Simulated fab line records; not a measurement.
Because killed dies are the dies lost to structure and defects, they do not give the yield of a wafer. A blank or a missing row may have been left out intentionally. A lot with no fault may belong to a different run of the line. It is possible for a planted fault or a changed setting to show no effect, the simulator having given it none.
fab line records -- flow nand_harc -- part 2 of 2: steps 5 to 6 of 6
record lots=22, wafers=66, last_day=33
route steps=1302 shown A_ONON_D2@565 A_CHANNEL_HOLE_D2@589 A_STAIRCASE@668
lots untouched by any fault: they come from a run of this same line in which no faults occurred
start_h: start of the lot's first displayed wafer, in hours after the record's first day -- wait_h: hours from the lot's prior step to this one -- " as in the row above -- L1.1+2: a single row standing in for several wafers -- - no value present, or no start provided -- * or withheld: withheld -- < > ~ a bound
route shown NAME@n: names a module that has steps shown in the file, with the first one's number in the route -- usual: the fault-free wafers' mean and standard deviation -- same: alike in all rows -- chamber/n: place in a boat -- sites: each site's reading -- _std_site: their standard deviation -- _edge_site: mean of outer sites minus mean of inner sites -- radius_mm: how far each site lies from the wafer's centre -- mask NAME#n: copy n -- behind: the last tool/chamber to shape the wafer -- hold: reason for holding the lot/hours on hold/outcome of the hold -- device: whichever transistor did not switch (one of n, p or np) -- end of line: at the end of the route, the tests of the same wafers -- a step with no rows: only its recipe -- killed: dies that structure and defects cost at the first sort, which is not the same as the wafer's yield -- map: a wafer's dies, marking killed ones x, the rest . and places with no die _
set.NAME: the run value of the setting; set.NAME@STEP: its run value at that earlier step -- model.NAME: the simulator's own value behind a step, which no gauge read
the route's steps for a sample of lots (tables are steps, rows are wafers)
services: the hour from which a tool's chamber was out of use, counted from the record's first day as start_h (under 0 if before that day), plus the number of hours and why
## steps
# step NHARC_A_STAIRCASE_TRIM_196
# recipe time_s=211.2, o2_flow_sccm=500, ar_flow_sccm=0, bias_w=0, chemistry=O2
# usual drypump_motor_current_A=6.0/0.38, oes_product_au=1.001/0.01, rf_vpp_V=57.8/0.9, showerhead_plenum_p_Torr=3.51/0.11, throttle_valve_pct=17.037/0.0088
lot.wafer,tool,chamber,start_h,wait_h,drypump_motor_current_A,oes_product_au,rf_hours_counter_h,rf_vpp_V,showerhead_plenum_p_Torr,throttle_valve_pct
L074.4,rie_diel-01,0,356.32,0.1,5.7,1.000,49,58.1,3.54,17.039
L074.6,rie_diel-01,1,356.32,0.1,6.5,1.004,-,57.9,3.45,17.020
L074.5,rie_diel-01,2,356.32,0.1,6.0,1.025,-,57.3,3.42,17.019
L076.2,rie_diel-07,0,386.34,0.2,5.1,0.987,27,56.0,3.50,17.037
L076.1,rie_diel-07,1,386.34,0.2,6.0,0.987,27,56.1,3.51,17.018
L076.6,rie_diel-07,0,386.34,0.2,5.1,0.978,-,58.0,3.50,17.028
L077.3,rie_diel-07,2,392.30,0.1,5.7,1.006,28,58.7,3.34,17.035
L077.5,rie_diel-07,2,392.30,0.1,5.7,1.006,-,56.4,3.34,17.019
L077.6,rie_diel-07,3,392.30,0.1,5.9,1.010,-,58.5,3.66,17.049
L079.2,rie_diel-01,1,401.61,0.1,6.5,0.996,2,58.2,3.44,17.045
L079.4,rie_diel-01,3,401.61,0.1,6.5,0.991,2,58.5,3.54,17.034
L079.5,rie_diel-01,0,401.61,0.1,5.7,0.981,-,57.3,3.53,17.035
L078.4,rie_diel-07,1,401.91,0.1,6.1,0.984,33,57.7,3.50,17.023
L078.3,rie_diel-07,3,401.91,0.1,5.9,1.024,31,56.5,3.65,17.048
L078.5,rie_diel-07,1,401.91,0.1,6.0,0.997,-,56.9,3.50,17.028
L080.3,rie_diel-03,3,407.45,0.1,6.2,0.994,39,59.1,3.67,17.037
L080.1,rie_diel-03,0,407.45,0.1,6.1,1.010,40,56.5,3.49,17.040
L080.2,rie_diel-03,2,407.45,0.1,6.1,1.001,38,58.2,3.73,17.037
L082.4,rie_diel-07,1,428.08,0.1,6.0,0.993,41,57.1,3.50,17.027
L082.3,rie_diel-07,2,428.08,0.1,5.6,0.997,40,57.1,3.33,17.039
L082.5,rie_diel-07,0,428.08,0.1,5.1,1.005,-,58.6,3.49,17.029
L081.3,rie_diel-03,2,429.33,0.1,6.1,1.002,46,57.7,3.72,17.029
L081.1,rie_diel-03,1,429.33,0.1,6.3,1.002,47,57.5,3.46,17.037
L081.5,rie_diel-03,3,429.33,0.1,6.2,0.999,-,58.7,3.66,17.057
L084.2,rie_diel-01,2,459.70,0.1,6.0,1.001,22,56.0,3.41,17.054
L084.4,rie_diel-01,0,459.70,0.1,5.7,1.000,18,57.4,3.52,17.031
L084.6,rie_diel-01,2,459.70,0.1,6.0,1.005,-,57.5,3.41,17.036
L083.4,rie_diel-01,1,461.05,0.1,6.5,1.011,21,58.1,3.43,17.045
L083.3,rie_diel-01,2,461.05,0.1,6.0,1.011,24,56.7,3.41,17.040
L083.6,rie_diel-01,0,461.05,0.1,5.7,1.001,-,57.5,3.52,17.038
L085.2,rie_diel-01,2,465.04,0.2,6.0,0.999,25,57.9,3.41,17.043
L085.5,rie_diel-01,2,465.04,0.2,6.0,1.008,-,58.0,3.41,17.037
L085.6,rie_diel-01,3,465.04,0.2,6.5,1.004,-,55.8,3.53,17.020
L087.3,rie_diel-03,2,487.19,0.1,6.1,1.015,4,58.0,3.72,17.030
L087.6,rie_diel-03,1,487.19,0.1,6.3,0.987,-,57.3,3.45,17.050
L087.5,rie_diel-03,2,487.19,0.1,6.0,1.016,-,59.1,3.72,17.040
L088.3,rie_diel-07,3,503.94,0.1,5.9,1.002,7,59.5,3.63,17.048
L088.4,rie_diel-07,0,503.94,0.1,5.1,0.991,6,57.9,3.47,17.037
L088.5,rie_diel-07,2,503.94,0.1,5.6,0.996,-,56.6,3.31,17.028
L089.3,rie_diel-07,0,504.03,0.2,5.1,0.996,7,58.3,3.47,17.024
L089.1,rie_diel-07,1,504.03,0.2,6.0,0.996,6,57.6,3.49,17.036
L089.5,rie_diel-07,0,504.03,0.2,5.1,1.000,-,56.3,3.47,17.031
L091.2,rie_diel-07,1,514.56,0.1,6.0,0.996,9,57.4,3.49,17.032
L091.4,rie_diel-07,2,514.56,0.1,5.6,1.017,10,56.9,3.31,17.044
L091.1,rie_diel-07,3,514.56,0.1,5.9,1.014,11,58.1,3.63,17.025
L090.3,rie_diel-03,2,514.83,0.1,6.0,1.007,13,58.4,3.71,17.030
L090.4,rie_diel-03,0,514.83,0.1,6.1,1.002,18,57.1,3.47,17.035
L090.6,rie_diel-03,1,514.83,0.1,6.3,0.980,-,57.8,3.45,17.043
L092.1,rie_diel-07,3,540.57,0.1,5.9,1.018,20,58.7,3.62,17.037
L092.3,rie_diel-07,2,540.57,0.1,5.7,1.009,21,56.2,3.31,17.052
L092.5,rie_diel-07,0,540.57,0.1,5.1,0.996,-,56.2,3.47,17.039
L094.2,rie_diel-03,3,547.23,0.1,6.2,0.999,21,58.3,3.65,17.028
L094.1,rie_diel-03,0,547.23,0.1,6.1,1.020,28,56.7,3.47,17.032
L094.3,rie_diel-03,1,547.23,0.1,6.3,0.996,29,56.8,3.44,17.029
L093.4,rie_diel-07,2,547.91,0.1,5.7,0.998,24,57.5,3.30,17.040
L093.5,rie_diel-07,3,547.91,0.1,5.9,1.005,-,58.1,3.62,17.042
L093.6,rie_diel-07,0,547.91,0.1,5.1,0.989,-,57.8,3.47,17.039
L095.1,rie_diel-03,0,568.33,0.1,6.1,1.009,37,58.4,3.46,17.056
L095.4,rie_diel-03,3,568.33,0.1,6.2,0.995,31,58.1,3.64,17.031
L095.6,rie_diel-03,1,568.33,0.1,6.3,0.989,-,56.5,3.44,17.044
L096.2,rie_diel-03,3,580.13,0.1,6.2,0.998,33,58.4,3.64,17.048
L096.6,rie_diel-03,2,580.13,0.1,6.1,1.011,-,58.9,3.70,17.040
L096.5,rie_diel-03,3,580.13,0.1,6.2,0.992,-,58.3,3.64,17.049
L097.2,rie_diel-01,3,580.50,0.1,6.5,1.014,2,56.9,3.51,17.058
L097.3,rie_diel-01,2,580.50,0.1,6.0,1.008,2,58.1,3.39,17.025
L097.5,rie_diel-01,3,580.50,0.1,6.5,0.986,-,57.0,3.51,17.042
# step NHARC_A_STAIRCASE_TRIM_220
# recipe time_s=211.2, o2_flow_sccm=500, ar_flow_sccm=0, bias_w=0, chemistry=O2
# usual drypump_motor_current_A=6.0/0.36, oes_product_au=1.000/0.0094, rf_vpp_V=57.9/0.9, showerhead_plenum_p_Torr=3.50/0.11, throttle_valve_pct=17.037/0.0086
lot.wafer,tool,chamber,start_h,wait_h,drypump_motor_current_A,oes_product_au,rf_hours_counter_h,rf_vpp_V,showerhead_plenum_p_Torr,throttle_valve_pct
L074.4,rie_diel-07,3,360.24,0.2,5.9,1.020,15,58.8,3.66,17.029
L074.6,rie_diel-07,1,360.24,0.2,6.0,0.991,-,57.4,3.51,17.052
L074.5,rie_diel-07,2,360.24,0.2,5.6,1.003,-,57.5,3.34,17.053
L076.1,rie_diel-07,0,389.30,0.1,5.1,0.987,29,57.9,3.49,17.040
L076.2,rie_diel-07,3,389.30,0.1,5.9,1.011,26,57.9,3.66,17.033
L076.6,rie_diel-07,1,389.30,0.1,6.1,0.989,-,58.7,3.51,17.027
L077.3,rie_diel-03,2,394.99,0.1,6.0,1.010,33,58.5,3.73,17.026
L077.6,rie_diel-03,3,394.99,0.1,6.1,1.003,-,59.9,3.67,17.040
L077.5,rie_diel-03,0,394.99,0.1,6.1,1.013,-,57.5,3.49,17.037
L079.2,rie_diel-01,2,404.28,0.1,6.0,1.001,3,58.0,3.42,17.017
L079.4,rie_diel-01,0,404.28,0.1,5.7,0.996,3,58.5,3.53,17.055
L079.5,rie_diel-01,1,404.28,0.1,6.5,0.999,-,57.9,3.44,17.043
L078.4,rie_diel-03,0,404.60,0.1,6.1,1.016,39,57.2,3.49,17.030
L078.3,rie_diel-03,3,404.60,0.1,6.1,0.991,39,58.3,3.67,17.024
L078.5,rie_diel-03,1,404.60,0.1,6.3,1.000,-,57.5,3.46,17.041
L080.1,rie_diel-01,3,410.10,0.1,6.5,0.985,4,59.5,3.54,17.029
L080.3,rie_diel-01,0,410.10,0.1,5.7,0.986,4,58.0,3.53,17.046
L080.2,rie_diel-01,2,410.10,0.1,6.0,1.002,4,57.3,3.42,17.027
L082.3,rie_diel-01,2,431.03,0.1,6.0,0.993,11,56.6,3.41,17.022
L082.4,rie_diel-01,3,431.03,0.1,6.5,1.000,10,57.1,3.53,17.034
L082.5,rie_diel-01,0,431.03,0.1,5.7,1.003,-,56.9,3.52,17.028
L081.1,rie_diel-01,1,432.03,0.1,6.5,0.991,10,58.3,3.44,17.043
L081.3,rie_diel-01,0,432.03,0.1,5.7,0.995,9,57.0,3.52,17.028
L081.5,rie_diel-01,2,432.03,0.1,6.0,1.001,-,58.4,3.41,17.040
L084.2,rie_diel-07,3,462.68,0.1,5.9,1.022,54,60.0,3.64,17.028
L084.4,rie_diel-07,1,462.68,0.1,6.0,1.004,54,57.7,3.49,17.029
L084.6,rie_diel-07,2,462.68,0.1,5.7,1.011,-,58.5,3.32,17.048
L083.3,rie_diel-07,0,463.75,0.1,5.1,0.997,53,57.7,3.48,17.031
L083.4,rie_diel-07,3,463.75,0.1,5.9,1.015,55,59.1,3.64,17.032
L083.6,rie_diel-07,0,463.75,0.1,5.1,1.001,-,58.5,3.48,17.035
L085.2,rie_diel-03,3,467.91,0.1,6.2,0.984,0,58.6,3.66,17.044
L085.6,rie_diel-03,0,467.91,0.1,6.1,1.024,-,58.7,3.48,17.025
L085.5,rie_diel-03,3,467.91,0.1,6.2,0.989,-,58.5,3.66,17.043
L087.3,rie_diel-03,2,489.88,0.1,6.0,1.008,5,58.5,3.72,17.036
L087.5,rie_diel-03,3,489.88,0.1,6.3,0.990,-,59.1,3.65,17.046
L087.6,rie_diel-03,0,489.88,0.1,6.0,1.013,-,58.5,3.48,17.034
L088.4,rie_diel-07,3,506.93,0.1,5.9,0.998,8,58.7,3.63,17.049
L088.3,rie_diel-07,1,506.93,0.1,6.0,0.996,6,57.6,3.49,17.039
L088.5,rie_diel-07,3,506.93,0.1,5.8,0.997,-,59.4,3.63,17.038
L089.1,rie_diel-07,2,507.11,0.1,5.6,0.996,7,56.4,3.31,17.044
L089.3,rie_diel-07,0,507.11,0.1,5.1,1.001,7,58.7,3.47,17.036
L089.5,rie_diel-07,2,507.11,0.1,5.7,1.001,-,56.5,3.31,17.045
L091.1,rie_diel-03,1,517.21,0.1,6.3,0.990,19,57.5,3.44,17.037
L091.4,rie_diel-03,2,517.21,0.1,6.1,1.017,13,56.8,3.71,17.035
L091.2,rie_diel-03,0,517.21,0.1,6.1,1.012,19,57.5,3.47,17.039
L090.3,rie_diel-07,1,517.46,0.1,6.0,0.994,10,58.3,3.49,17.040
L090.4,rie_diel-07,3,517.46,0.1,5.9,0.998,12,58.7,3.63,17.034
L090.6,rie_diel-07,2,517.46,0.1,5.7,1.008,-,56.1,3.31,17.027
L092.1,rie_diel-03,2,543.50,0.2,6.0,1.005,22,57.6,3.71,17.039
L092.3,rie_diel-03,3,543.50,0.2,6.2,0.997,19,58.9,3.65,17.033
L092.5,rie_diel-03,3,543.50,0.2,6.2,0.995,-,59.6,3.65,17.033
L094.1,rie_diel-01,1,549.82,0.1,6.5,1.005,55,56.6,3.41,17.041
L094.2,rie_diel-01,2,549.82,0.1,6.0,1.005,54,57.3,3.39,17.049
L094.3,rie_diel-01,3,549.82,0.1,6.5,1.008,48,57.0,3.51,17.043
L093.4,rie_diel-07,2,550.53,0.1,5.7,1.010,24,56.9,3.30,17.027
L093.5,rie_diel-07,1,550.53,0.1,6.0,0.997,-,58.3,3.48,17.029
L093.6,rie_diel-07,2,550.53,0.1,5.7,1.005,-,57.3,3.30,17.053
L095.4,rie_diel-07,3,570.85,0.1,5.9,1.002,29,57.9,3.62,17.038
L095.1,rie_diel-07,1,570.85,0.1,6.0,1.002,30,58.4,3.47,17.046
L095.6,rie_diel-07,0,570.85,0.1,5.1,0.987,-,58.4,3.46,17.047
L096.2,rie_diel-07,2,582.74,0.2,5.7,1.001,34,58.1,3.30,17.038
L096.5,rie_diel-07,2,582.74,0.2,5.7,1.007,-,58.1,3.30,17.043
L096.6,rie_diel-07,3,582.74,0.2,5.9,0.996,-,58.8,3.62,17.027
L097.3,rie_diel-07,2,583.21,0.1,5.6,1.000,35,55.7,3.30,17.027
L097.2,rie_diel-07,3,583.21,0.1,5.9,0.996,33,58.8,3.62,17.044
L097.5,rie_diel-07,2,583.21,0.1,5.6,0.991,-,57.8,3.30,17.039
## services
tool,chamber,start_h,hours,kind
rie_diel-04,2,272.85,2.9,repair
rie_diel-03,-,281.38,9.0,pm
rie_diel-07,1,283.93,6.0,repair
rie_diel-07,-,290.63,0.2,repair
rie_diel-07,-,294.22,9.0,pm
rie_diel-03,-,305.25,2.1,repair
rie_diel-01,0,308.29,4.3,repair
rie_diel-04,3,323.75,3.1,repair
rie_diel-01,1,332.89,7.1,repair
rie_diel-04,1,340.13,6.8,repair
rie_diel-07,3,341.56,4.2,repair
rie_diel-03,-,344.08,1.1,repair
rie_diel-04,-,354.97,9.0,pm
rie_diel-04,3,384.00,6.2,repair
rie_diel-01,-,385.22,9.0,pm
rie_diel-04,-,387.22,0.5,repair
rie_diel-03,3,412.11,5.2,repair
rie_diel-04,3,441.13,3.1,repair
rie_diel-04,1,457.37,7.6,repair
rie_diel-03,-,458.41,9.0,pm
rie_diel-07,1,464.75,7.1,repair
rie_diel-07,-,472.80,9.0,pm
rie_diel-03,3,497.25,12.1,repair
rie_diel-04,-,531.97,9.0,pm
